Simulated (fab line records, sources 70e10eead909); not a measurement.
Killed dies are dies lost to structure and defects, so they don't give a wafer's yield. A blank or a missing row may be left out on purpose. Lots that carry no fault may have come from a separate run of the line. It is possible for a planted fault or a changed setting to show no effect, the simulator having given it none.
Chamber matching + flow nand_harc + NHARC_P_M0_PRE_CLEAN_31 on pecvd-01 has 3 sister chambers
The step time 12 s. 6 wafers are shown with their chamber, then 7 later ones without.

WAFERS WITH THEIR CHAMBER
| wafer  | chamber | heater_power_w (W) |
|--------|---------|--------------------|
| L078.6 | 1       | 635                |
| L079.3 | 1       | 555                |
| L084.3 | 2       | 626                |
| L084.6 | 2       | 630                |
| L086.1 | 0       | 697                |
| L086.3 | 0       | 698                |

WAFERS WITH NO CHAMBER GIVEN
| wafer  | heater_power_w (W) |
|--------|--------------------|
| L086.4 | 603                |
| L091.1 | 822                |
| L091.2 | 561                |
| L091.3 | 573                |
| L096.2 | 626                |
| L096.3 | 783                |
| L096.4 | 650                |

EACH ONE'S CHAMBER
| wafer  | from the rows above          | in truth |
|--------|------------------------------|----------|
| L086.4 | can't be placed: 1 or 2      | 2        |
| L091.1 | 0                            | 0        |
| L091.2 | can't be placed: 1 or 2      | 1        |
| L091.3 | can't be placed: 1 or 2      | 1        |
| L096.2 | can't be placed: 2 or 1      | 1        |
| L096.3 | 0                            | 0        |
| L096.4 | can't be placed: 2 or 0 or 1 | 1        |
Placed correctly: 2 of 7. Unplaceable from these rows: 5, with the true chamber sitting among the candidates in 5. 0 placed wrongly.
How it was worked out, from the rows above alone: a wafer's distance from a chamber is the root of the sum, over the readings, of the square of ((its reading less the chamber's mean) divided by the reading's scatter). If the next closest chamber is less than 2 further off than the closest, the wafer can't be placed; otherwise it belongs to the closest. For every chamber, the mean is computed from those of its wafers that are shown. The scatter: the root of (the sum of the squares of (reading less its chamber's mean) over the shown wafers, divided by (wafers less chambers)).
